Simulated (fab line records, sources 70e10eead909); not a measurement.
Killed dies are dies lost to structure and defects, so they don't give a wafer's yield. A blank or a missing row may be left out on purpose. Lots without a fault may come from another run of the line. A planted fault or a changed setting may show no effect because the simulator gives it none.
Which tool did it? | flow nand_harc | 13 lots, 39 wafers sampled, at 6 steps of a route of 1159

WHAT THE GAUGES READ, wafer by wafer
NHARC_P_M1_INSPECT_11.
lot  | measured     | on                | raw_defect_count
L426 | day 6 08:17  | defect_inspect-02 | 4 2 4
L428 | day 6 18:37  | defect_inspect-01 | 5 2 2
L427 | day 6 18:54  | defect_inspect-02 | 2 6 3
L429 | day 7 06:24  | defect_inspect-02 | 3 7 3
L430 | day 7 23:22  | defect_inspect-01 | 4 3 2
L433 | day 8 00:28  | defect_inspect-01 | 3 6 4
L435 | day 8 04:35  | defect_inspect-02 | 1 3 2
L439 | day 9 02:13  | defect_inspect-01 | 4 2 2
L437 | day 9 03:14  | defect_inspect-01 | 4 3 2
L436 | day 9 07:41  | defect_inspect-01 | 454 442 462 458 446 464
L438 | day 9 10:04  | defect_inspect-01 | 416 460 459 411 446 465
L440 | day 9 19:40  | defect_inspect-02 | 443 438 431 441 427 423
L448 | day 11 21:36 | defect_inspect-01 | 3 2 5

NHARC_END_SORT_01.
lot  | measured     | on        | defect_limited_yield (%) | killed_at_array | killed_at_other | killed_at_periphery | killed_dies | killed_open | killed_short | sort_bin_2_pct (%) | sort_bin_3_pct (%) | sort_bin_4_pct (%) | sort_n_pass | sort_rim_yield_pct (%) | sort_yield_pct (%)
L426 | day 19 16:56 | prober-02 | 96.8 97.6 97.0           | 18 12 16        | 1 1 2           | 3 3 2               | 22 16 20    | 5 2 0       | 0 2 3        | 0.7 0.6 0.6        | 0 0 0.15           | 2.5 1.8 2.2        | 655 661 657 | 95.3 98.1 96.2         | 96.8 97.6 97.0
L428 | day 20 01:37 | prober-02 | 96.2 95.9 96.3           | 21 25 23        | 1 0 0           | 4 3 2               | 26 28 25    | 2 6 4       | 4 1 3        | 1.0 1.0 1.3        | 0.44 0.15 0.30     | 2.4 3.0 2.1        | 651 649 652 | 92.5 95.3 94.3         | 96.2 95.9 96.3
L427 | day 20 01:19 | prober-01 | 97.8 98.1 97.0           | 11 11 18        | 0 0 0           | 4 2 2               | 15 13 20    | 5 3 3       | 1 2 2        | 0.3 0.6 0.7        | 0.15 0.15 0        | 1.8 1.2 2.2        | 662 664 657 | 99.1 98.1 99.1         | 97.8 98.1 97.0
L429 | day 20 09:34 | prober-02 | 97.2 97.9 96.6           | 17 10 19        | 1 0 0           | 1 4 4               | 19 14 23    | 1 0 5       | 1 3 3        | 0.4 0.3 0.9        | 0.15 0 0.30        | 2.2 1.8 2.2        | 658 663 654 | 100.0 99.1 100.0       | 97.2 97.9 96.6
L430 | day 21 18:59 | prober-02 | 96.5 93.2 95.3           | 22 41 29        | 0 1 0           | 2 4 3               | 24 46 32    | 0 2 3       | 0 4 3        | 1.5 1.9 1.6        | 0 0.30 0.15        | 2.1 4.6 3.0        | 653 631 645 | 94.3 89.6 94.3         | 96.5 93.2 95.3
L433 | day 21 10:20 | prober-02 | 96.2 96.6 96.3           | 21 19 22        | 0 0 0           | 5 4 3               | 26 23 25    | 7 3 4       | 1 2 2        | 1.6 1.3 1.2        | 0.15 0.15 0.15     | 2.1 1.9 2.4        | 651 654 652 | 97.2 99.1 100.0        | 96.2 96.6 96.3
L435 | day 22 02:49 | prober-01 | 95.4 94.8 93.5           | 28 32 42        | 0 0 1           | 3 3 1               | 31 35 44    | 4 3 5       | 3 3 3        | 1.2 1.5 2.4        | 0.15 0.44 0.15     | 3.2 3.2 4.0        | 646 642 633 | 95.3 95.3 89.6         | 95.4 94.8 93.5
L439 | day 22 02:50 | prober-02 | 95.3 95.9 94.7           | 31 28 34        | 0 0 1           | 1 0 1               | 32 28 36    | 3 4 5       | 0 3 1        | 1.9 1.5 1.8        | 0.44 0.30 0.15     | 2.4 2.4 3.4        | 645 649 641 | 95.3 97.2 91.5         | 95.3 95.9 94.7
L437 | day 21 18:59 | prober-01 | 97.6 98.5 97.0           | 15 9 15         | 0 0 0           | 1 1 5               | 16 10 20    | 6 4 6       | 0 0 3        | 0.7 0.6 0.7        | 0.15 0 0.15        | 1.5 0.9 2.1        | 661 667 657 | 98.1 99.1 95.3         | 97.6 98.5 97.0
L448 | day 25 17:32 | prober-02 | 94.1 93.2 93.1           | 36 43 40        | 1 1 0           | 3 2 7               | 40 46 47    | 1 2 2       | 2 0 2        | 2.2 1.8 1.8        | 0.44 0.59 0.30     | 3.2 4.4 4.9        | 637 631 630 | 97.2 97.2 98.1         | 94.1 93.2 93.1

WHICH TOOL RAN EACH LOT (tool, then ch and the chambers of the sampled wafers, then the start)
lot  | NHARC_P_M0_ANNEAL_30             | NHARC_P_M0_PRE_CLEAN_31        | NHARC_P_M1_ETCH_35                 | NHARC_P_M1_PVD_20
L426 | rtp_anneal-02 ch 0, day 6 06:07  | pecvd-03 ch 0,2, day 6 06:59   | rie_diel-10 ch 0,1,2, day 6 08:26  | pvd_sputter-03, day 19 16:56 or earlier
L428 | rtp_anneal-02 ch 0, day 6 16:20  | pecvd-03 ch 0,2, day 6 17:10   | rie_diel-12 ch 0,1,3, day 6 18:47  | pvd_sputter-01, day 20 01:37 or earlier
L427 | rtp_anneal-01 ch 0, day 6 16:44  | pecvd-04 ch 0,1,2, day 6 17:36 | rie_diel-12 ch 1,2,3, day 6 19:04  | pvd_sputter-02, day 20 01:19 or earlier
L429 | rtp_anneal-01 ch 0, day 7 04:05  | pecvd-03 ch 1,2, day 7 04:56   | rie_diel-01 ch 0,2,3, day 7 06:32  | pvd_sputter-02, day 20 09:34 or earlier
L430 | rtp_anneal-02 ch 0, day 7 21:01  | pecvd-03 ch 0,2, day 7 21:55   | rie_diel-01 ch 0,1,2, day 7 23:32  | pvd_sputter-01, day 21 18:59 or earlier
L433 | rtp_anneal-01 ch 0, day 7 22:12  | pecvd-04 ch 0,1,2, day 7 23:08 | rie_diel-12 ch 0,3, day 8 00:37    | pvd_sputter-03, day 21 10:20 or earlier
L435 | rtp_anneal-01 ch 0, day 8 02:12  | pecvd-03 ch 0,1, day 8 03:09   | rie_diel-10 ch 0,1,2, day 8 04:44  | pvd_sputter-02, day 22 02:49 or earlier
L439 | rtp_anneal-02 ch 0, day 9 00:01  | pecvd-03 ch 0,2, day 9 00:54   | rie_diel-01 ch 1,2,3, day 9 02:22  | pvd_sputter-01, day 22 02:50 or earlier
L437 | rtp_anneal-02 ch 0, day 9 00:53  | pecvd-01 ch 0,1,2, day 9 01:47 | rie_diel-01 ch 0,1,3, day 9 03:51  | pvd_sputter-01, day 21 18:59 or earlier
L436 | rtp_anneal-02 ch 0, day 9 05:29  | pecvd-03 ch 0,1, day 9 06:22   | -                                  | -
L438 | rtp_anneal-02 ch 0, day 9 07:47  | pecvd-03 ch 1,2, day 9 08:37   | -                                  | -
L440 | rtp_anneal-02 ch 0, day 9 17:08  | pecvd-03 ch 0,1, day 9 17:58   | -                                  | -
L448 | rtp_anneal-01 ch 0, day 11 19:26 | pecvd-04 ch 0,2, day 11 20:17  | rie_diel-10 ch 1,2,3, day 11 21:45 | pvd_sputter-02, day 25 17:32 or earlier
- NHARC_P_M0_ANNEAL_30: time 90 s.
- NHARC_P_M0_PRE_CLEAN_31: time 12 s.
- NHARC_P_M1_ETCH_35: etches the open film in N2/H2, target depth 40 nm, overetch 12 nm, time 43.94 s.
- NHARC_P_M1_PVD_20: deposits TaN, target thk 5 nm, time 8.06 s.

WHAT THE TOOLS THEMSELVES READ (means of the sampled wafers that have a number; where no wafer has one, the mark that the record gives instead)
NHARC_P_M0_ANNEAL_30.
lot  | tool          | wafer_temp_C_max
L426 | rtp_anneal-02 | 225.9
L428 | rtp_anneal-02 | 226.0
L427 | rtp_anneal-01 | 227.2
L429 | rtp_anneal-01 | 226.5
L430 | rtp_anneal-02 | 225.8
L433 | rtp_anneal-01 | 226.9
L435 | rtp_anneal-01 | 227.0
L439 | rtp_anneal-02 | 226.1
L437 | rtp_anneal-02 | 225.7
L436 | rtp_anneal-02 | 226.0
L438 | rtp_anneal-02 | 226.2
L440 | rtp_anneal-02 | 226.3
L448 | rtp_anneal-01 | 227.0

NHARC_P_M0_PRE_CLEAN_31.
lot  | tool     | heater_power_w (W)
L426 | pecvd-03 | 629
L428 | pecvd-03 | 717
L427 | pecvd-04 | 648
L429 | pecvd-03 | 547
L430 | pecvd-03 | 617
L433 | pecvd-04 | 653
L435 | pecvd-03 | 744
L439 | pecvd-03 | 638
L437 | pecvd-01 | 654
L436 | pecvd-03 | 619
L438 | pecvd-03 | 579
L440 | pecvd-03 | 747
L448 | pecvd-04 | 556

NHARC_P_M1_ETCH_35.
lot  | tool        | drypump_motor_current_A (A) | oes_product_au (a.u.) | rf_vpp_V (V) | showerhead_plenum_p_Torr (Torr) | throttle_valve_pct (%)
L426 | rie_diel-10 | 5.5                         | 0.997                 | 427.9        | 1.98                            | 14.165
L428 | rie_diel-12 | 5.6                         | 1.002                 | 429.5        | 1.99                            | 14.165
L427 | rie_diel-12 | 5.2                         | 1.011                 | 430.4        | 2.00                            | 14.172
L429 | rie_diel-01 | 5.2                         | 1.010                 | 432.5        | 2.10                            | 14.175
L430 | rie_diel-01 | 5.3                         | 1.002                 | 432.6        | 2.13                            | 14.183
L433 | rie_diel-12 | 6.0                         | 0.996                 | 428.1        | 1.95                            | 14.178
L435 | rie_diel-10 | 5.5                         | 0.999                 | 428.6        | 1.98                            | 14.173
L439 | rie_diel-01 | 5.5                         | 0.998                 | 432.3        | 2.09                            | 14.165
L437 | rie_diel-01 | 5.3                         | 1.001                 | 432.7        | 2.14                            | 14.172
L448 | rie_diel-10 | 5.5                         | 0.994                 | 430.3        | 2.03                            | 14.168

NHARC_P_M1_PVD_20.
lot  | tool           | chamber_pressure_pa (Pa) | throttle_valve_pct (%)
L426 | pvd_sputter-03 | 0.11998                  | 30.9
L428 | pvd_sputter-01 | 0.12008                  | 30.9
L427 | pvd_sputter-02 | 0.11995                  | 30.0
L429 | pvd_sputter-02 | 0.11969                  | 29.8
L430 | pvd_sputter-01 | 0.12015                  | 30.9
L433 | pvd_sputter-03 | 0.12041                  | 30.2
L435 | pvd_sputter-02 | 0.11985                  | 30.0
L439 | pvd_sputter-01 | 0.11996                  | 30.9
L437 | pvd_sputter-01 | 0.11998                  | 31.3
L448 | pvd_sputter-02 | 0.11977                  | 30.1

THE ANSWER, worked out from the rows above alone
Rule: what is usual is taken from the lots themselves. Put in order of their means at a reading, lots are off if they are a third of the lots or fewer, leave a main group of 4 or more, and stand apart from it by a gap of 3 or more times the standard deviation of the main group's means; of several such gaps the widest counts. A main group whose means are all the same, to the digits that the tables above print for the reading, isn't used. A lot without any number at a reading at which 4 lots or more have one is off too. The other lots that the step has rows for count as sound. The gauges are gone through in route order, then the tools' own readings, and for those a lot's mean is taken as printed above. The first step at which some lot is off is used, and at that step the reading that is off furthest; a lot without a number counts as furthest.
Off: L436, L438, L440, at NHARC_P_M1_INSPECT_11 (raw_defect_count). The main group: mean 3.3, standard deviation 0.68.
A tool fits if, at a process step before that reading, it ran every lot that is off, and no sound lot after the first of them. The gauges at NHARC_P_M1_INSPECT_11 are tried like those tools. Can't be told from this: 2 tools fit, rtp_anneal-02 at NHARC_P_M0_ANNEAL_30, pecvd-03 at NHARC_P_M0_PRE_CLEAN_31.

WHAT THE SIMULATOR HAD PUT IN
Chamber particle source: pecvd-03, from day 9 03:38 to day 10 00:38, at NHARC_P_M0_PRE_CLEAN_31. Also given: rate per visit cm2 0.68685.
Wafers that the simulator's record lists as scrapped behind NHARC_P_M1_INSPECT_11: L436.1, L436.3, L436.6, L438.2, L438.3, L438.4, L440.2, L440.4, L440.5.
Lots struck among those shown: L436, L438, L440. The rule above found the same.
